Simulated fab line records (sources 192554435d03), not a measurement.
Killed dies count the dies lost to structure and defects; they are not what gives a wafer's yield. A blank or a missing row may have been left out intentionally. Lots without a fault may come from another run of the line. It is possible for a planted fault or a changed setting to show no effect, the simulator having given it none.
Which tool was responsible? | flow n5 finfet | 21 wafers from 8 lots sampled at 8 of the route's 1938 steps

== WHAT THE GAUGES SHOWED, per wafer ==
N5_MOL_CONTACT_COAG_THK_MEAS_29.
lot  | measured     | on            | MD_CAP_THK (nm)
L782 | day 6 01:50  | film metro-01 | 17.92 17.88 17.82
L785 | day 6 20:56  | film metro-02 | 18.04 18.07 17.99
L786 | day 7 03:17  | film metro-01 | 17.99 17.94 18.05
L792 | day 8 17:38  | film metro-02 | 27.57 18.02
L794 | day 8 22:08  | film metro-02 | 17.91 17.99
L795 | day 9 14:55  | film metro-02 | 27.77 17.95
L798 | day 10 01:17 | film metro-02 | 17.94 17.92 17.94
L800 | day 10 18:06 | film metro-01 | 17.71 17.58 17.85

N5_BEOL_M4_RC_MEAS_101.
lot  | measured     | on        | DIBL_N (mV/V)  | DIBL_P (mV/V) | IOFF_N (nA/um) | IOFF_P (nA/um) | ION_N (uA/um) | ION_P (uA/um) | SS_N (mV/dec)  | SS_P (mV/dec)  | VT_N (mV)   | VT_P (mV)
L782 | day 9 08:38  | prober-01 | 35.0 34.1 36.0 | 34 32 35      | 0.13 0.12 0.14 | 0.16 0.14 0.17 | 664 652 664   | 455 445 453   | 71.5 71.4 71.1 | 73.0 72.2 72.8 | 253 256 255 | -251 -257 -255
L785 | day 9 21:47  | prober-02 | 36.1 33.4 36.5 | 34 31 36      | 0.14 0.11 0.15 | 0.20 0.16 0.22 | 674 656 677   | 464 453 474   | 72.4 71.2 72.2 | 72.6 71.6 73.4 | 252 256 253 | -250 -252 -250
L786 | day 10 16:02 | prober-01 | 33.4 39.3 36.0 | 31 38 34      | 0.11 0.22 0.14 | 0.15 0.24 0.18 | 663 685 661   | 456 465 443   | 70.8 72.2 71.0 | 72.4 73.3 72.4 | 256 247 254 | -254 -249 -253
L792 | day 12 01:41 | prober-02 | 39.2 39.0      | 40 41         | 0.21 0.21      | 0.25 0.27      | 679 712       | 466 484       | 72.0 72.4      | 74.1 74.0      | 246 243     | -250 -248
L794 | day 12 10:15 | prober-02 | 39.8 37.4      | 40 37         | 0.20 0.15      | 0.25 0.21      | 685 666       | 468 458       | 72.8 71.4      | 74.7 73.0      | 248 251     | -247 -250
L795 | day 12 18:37 | prober-02 | 32.8 36.2      | 32 36         | 0.11 0.17      | 0.16 0.23      | 661 673       | 456 466       | 70.1 71.6      | 71.6 73.3      | 256 248     | -254 -248
L798 | day 13 00:14 | prober-02 | 41.6 35.2 39.3 | 41 35 38      | 0.28 0.14 0.24 | 0.27 0.17 0.23 | 683 651 682   | 463 446 461   | 73.6 71.9 73.2 | 75.0 72.9 74.9 | 243 255 247 | -248 -255 -251
L800 | day 13 21:37 | prober-01 | 36.6 34.7 34.5 | 37 35 35      | 0.17 0.14 0.14 | 0.18 0.16 0.16 | 682 665 670   | 459 446 458   | 72.2 71.2 70.7 | 72.7 73.3 73.3 | 251 251 252 | -256 -255 -258

== EACH LOT AND THE TOOL THAT RAN IT (in order: tool; ch and the chambers of the sampled wafers; start) ==
lot  | N5_HKMG_FIN_STRIP_90              | N5_GATE_CUT_ETCH_56               | N5_GATE_CUT_ETCHBACK_30           | N5_GATE_CUT_SAC_CAP_01            | N5_GATE_CUT_ETCH_19                | N5_MOL_CONTACT_COAG_ETCH_47
L782 | rie diel-05 ch 0,2,3, day 5 05:31 | rie metal-03 ch 0,1, day 5 07:38  | rie metal-03 ch 0,1, day 5 07:46  | ald sin-03 ch 0,2, day 5 08:11    | rie diel-01 ch 1,3, day 5 11:39    | rie diel-05 ch 1,2, day 6 04:19
L785 | rie diel-05 ch 2,3, day 6 02:08   | rie metal-03 ch 0,1, day 6 04:13  | rie metal-03 ch 0,1, day 6 04:19  | ald sin-01 ch 0,1, day 6 04:43    | rie diel-01 ch 0,2,3, day 6 08:14  | rie diel-06 ch 0,1,2, day 6 22:55
L786 | rie diel-05 ch 0,1,2, day 6 09:00 | rie metal-03 ch 0,1, day 6 11:18  | rie metal-03 ch 0,1, day 6 11:23  | ald sin-01 ch 0,1,2, day 6 11:47  | rie diel-04 ch 0,1,2, day 6 15:08  | rie diel-05 ch 0,2,3, day 7 05:01
L792 | rie diel-06 ch 1,2, day 7 19:51   | rie metal-03 ch 0,1, day 7 21:59  | rie metal-03 ch 0,1, day 7 22:04  | ald sin-01 ch 0,1, day 7 22:27    | rie diel-04 ch 1,3, day 8 02:07    | rie diel-05 ch 0,2, day 8 19:33
L794 | rie diel-06 ch 2, day 8 04:42     | rie metal-03 ch 0,1, day 8 06:56  | rie metal-03 ch 0,1, day 8 07:01  | ald sin-03 ch 0,1, day 8 07:24    | rie diel-01 ch 1,3, day 8 10:52    | rie diel-06 ch 0,2, day 9 00:10
L795 | rie diel-02 ch 1,2, day 8 19:34   | rie metal-03 ch 0,1, day 8 21:47  | rie metal-03 ch 0,1, day 8 21:52  | ald sin-01 ch 1,2, day 8 22:56    | rie diel-03 ch 2,3, day 9 02:23    | rie diel-02 ch 1,2, day 9 18:23
L798 | rie diel-02 ch 1,3, day 9 05:02   | rie metal-03 ch 1, day 9 07:07    | rie metal-03 ch 1, day 9 07:13    | ald sin-04 ch 0,1,2, day 9 07:37  | rie diel-04 ch 0,3, day 9 11:06    | rie diel-06 ch 0,3, day 10 03:04
L800 | rie diel-06 ch 2,3, day 9 21:46   | rie metal-02 ch 0,1, day 10 02:35 | rie metal-02 ch 0,1, day 10 02:40 | ald sin-04 ch 0,1,2, day 10 03:04 | rie diel-01 ch 0,2,3, day 10 06:36 | rie diel-06 ch 0,1,2, day 10 19:44
- N5_HKMG_FIN_STRIP_90: strips SOC in N2/H2, time 20 s.
- N5_GATE_CUT_ETCH_56: etches TiN in Cl2/Ar, target depth 21.6 nm.
- N5_GATE_CUT_ETCHBACK_30: etches TiN in Cl2/Ar, target depth 3 nm.
- N5_GATE_CUT_SAC_CAP_01: material SiNx, target thk 24 nm, pulse time 1 s, ald cycles 480.
- N5_GATE_CUT_ETCH_19: etches SiNx in CH3F/O2, target depth 53.7 nm, time 76.7 s.
- N5_MOL_CONTACT_COAG_ETCH_47: etches SiNx in CH3F/O2, stops on W, target depth 27 nm.

== AS READ BY THE TOOLS THEMSELVES (means over the sampled wafers that have a number; for cases with no such wafer, the mark the record gives instead) ==
N5_HKMG_FIN_STRIP_90.
lot  | tool        | drypump motor current A (A) | oes product au (a.u.) | rf vpp V (V) | showerhead plenum p Torr (Torr) | throttle valve pct (%)
L782 | rie diel-05 | 5.9                         | 0.82                  | 54.7         | 3.39                            | 19.4
L785 | rie diel-05 | 6.0                         | 0.75                  | 53.9         | 3.40                            | 19.5
L786 | rie diel-05 | 5.8                         | 0.81                  | 53.7         | 3.39                            | 19.2
L792 | rie diel-06 | 6.0                         | 0.81                  | 55.3         | 3.49                            | 18.6
L794 | rie diel-06 | 6.4                         | 0.92                  | 53.9         | 3.56                            | 18.3
L795 | rie diel-02 | 5.0                         | 0.76                  | 54.8         | 3.42                            | 18.5
L798 | rie diel-02 | 5.7                         | 0.73                  | 53.8         | 3.34                            | 18.9
L800 | rie diel-06 | 5.9                         | 0.92                  | 53.8         | 3.36                            | 18.2

N5_GATE_CUT_ETCH_56.
lot  | tool         | drypump motor current A (A) | oes product au (a.u.) | throttle valve pct (%)
L782 | rie metal-03 | 5.5                         | 0.73                  | 20.49
L785 | rie metal-03 | 5.4                         | 0.72                  | 20.61
L786 | rie metal-03 | 5.5                         | 0.73                  | 20.51
L792 | rie metal-03 | 5.4                         | 0.71                  | 20.56
L794 | rie metal-03 | 5.4                         | 0.71                  | 20.57
L795 | rie metal-03 | 5.4                         | 0.71                  | 20.58
L798 | rie metal-03 | 5.6                         | 0.71                  | 20.42
L800 | rie metal-02 | 6.2                         | 0.91                  | 20.78

N5_GATE_CUT_ETCHBACK_30.
lot  | tool         | drypump motor current A (A) | oes product au (a.u.) | throttle valve pct (%)
L782 | rie metal-03 | 5.5                         | 0.73                  | 20.48
L785 | rie metal-03 | 5.4                         | 0.72                  | 20.61
L786 | rie metal-03 | 5.5                         | 0.73                  | 20.50
L792 | rie metal-03 | 5.4                         | 0.71                  | 20.56
L794 | rie metal-03 | 5.4                         | 0.71                  | 20.56
L795 | rie metal-03 | 5.4                         | 0.71                  | 20.56
L798 | rie metal-03 | 5.6                         | 0.72                  | 20.42
L800 | rie metal-02 | 6.2                         | 0.91                  | 20.77

N5_GATE_CUT_SAC_CAP_01.
lot  | tool       | heater power w (W) | precursor pulse height rel
L782 | ald sin-03 | 878                | 1.003
L785 | ald sin-01 | 892                | 0.985
L786 | ald sin-01 | 890                | 1.000
L792 | ald sin-01 | 904                | 1.002
L794 | ald sin-03 | 786                | 1.012
L795 | ald sin-01 | 877                | 0.972
L798 | ald sin-04 | 818                | 1.009
L800 | ald sin-04 | 812                | 0.997

N5_GATE_CUT_ETCH_19.
lot  | tool        | drypump motor current A (A) | etch rf on time s (s) | oes product au (a.u.) | rf vpp V (V) | showerhead plenum p Torr (Torr) | throttle valve pct (%)
L782 | rie diel-01 | 5.8                         | 77.9                  | 0.65                  | 294          | 1.93                            | 16.49
L785 | rie diel-01 | 5.9                         | 76.8                  | 0.69                  | 300          | 2.03                            | 16.32
L786 | rie diel-04 | 5.8                         | 76.3                  | 0.69                  | 293          | 1.95                            | 16.26
L792 | rie diel-04 | 5.3                         | 68.5                  | 0.72                  | 305          | 1.98                            | 16.01
L794 | rie diel-01 | 5.8                         | 76.2                  | 0.64                  | 296          | 1.92                            | 16.54
L795 | rie diel-03 | 5.8                         | 68.8                  | 0.62                  | 298          | 2.05                            | 16.70
L798 | rie diel-04 | 5.5                         | 77.5                  | 0.67                  | 293          | 2.00                            | 16.20
L800 | rie diel-01 | 5.9                         | 76.9                  | 0.66                  | 300          | 2.02                            | 16.38

N5_MOL_CONTACT_COAG_ETCH_47.
lot  | tool        | drypump motor current A (A) | etch rf on time s (s) | oes product au (a.u.) | rf vpp V (V) | showerhead plenum p Torr (Torr) | throttle valve pct (%)
L782 | rie diel-05 | 5.7                         | 32.0                  | 0.68                  | 291          | 2.04                            | 16.32
L785 | rie diel-06 | 5.6                         | 31.0                  | 0.75                  | 298          | 2.04                            | 16.28
L786 | rie diel-05 | 5.9                         | 31.6                  | 0.79                  | 300          | 2.00                            | 16.19
L792 | rie diel-05 | 6.0                         | 39.9                  | 0.74                  | 298          | 2.03                            | 16.19
L794 | rie diel-06 | 5.6                         | 30.4                  | 0.80                  | 306          | 2.02                            | 16.07
L795 | rie diel-02 | 5.0                         | 40.5                  | 0.67                  | 300          | 2.04                            | 16.22
L798 | rie diel-06 | 5.4                         | 30.8                  | 0.82                  | 299          | 1.95                            | 15.92
L800 | rie diel-06 | 5.6                         | 30.2                  | 0.79                  | 299          | 2.03                            | 16.15

== THE ANSWER, worked out from the rows above alone ==
Rule: usual is defined by the lots themselves. Put in order of their means at a reading, lots are off if they are a third of the lots or fewer, leave a main group of 4 or more, and stand apart from it by a gap of 3 or more times the standard deviation of the main group's means; of several such gaps the widest counts. If all means in a main group match to the digits the tables above print for the reading, that group is not used. A lot without any number at a reading at which 4 lots or more have one is off too. The other lots that the step has rows for count as sound. The gauges are gone through in route order, then the tools' own readings, and for those a lot's mean is taken as printed above. At the first step where some lot is off, the reading lying furthest off is the one used; lots without a number count as furthest.
Off: L792, L795, at N5_MOL_CONTACT_COAG_THK_MEAS_29 (MD_CAP_THK). For the main group the mean is 17.92 nm and the standard deviation 0.1.
If a tool, at a process step before that reading, ran all the lots that are off and no sound lot after the first of them, it fits. The gauges at N5_MOL_CONTACT_COAG_THK_MEAS_29 aren't tried: what is off there is off at N5_GATE_CUT_ETCH_19 too, on other tools, and a gauge's error can't cause that. One candidate fits, namely ald sin-01 at N5_GATE_CUT_SAC_CAP_01. A fault onset in the window from L786 (day 6 11:47, its last sound lot) to L792 (day 7 22:27, its first lot off) fits.

== WHAT HAD BEEN PUT IN BY THE SIMULATOR ==
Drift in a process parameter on ald sin-01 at N5_GATE_CUT_SAC_CAP_01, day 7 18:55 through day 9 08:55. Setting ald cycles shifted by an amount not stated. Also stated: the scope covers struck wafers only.
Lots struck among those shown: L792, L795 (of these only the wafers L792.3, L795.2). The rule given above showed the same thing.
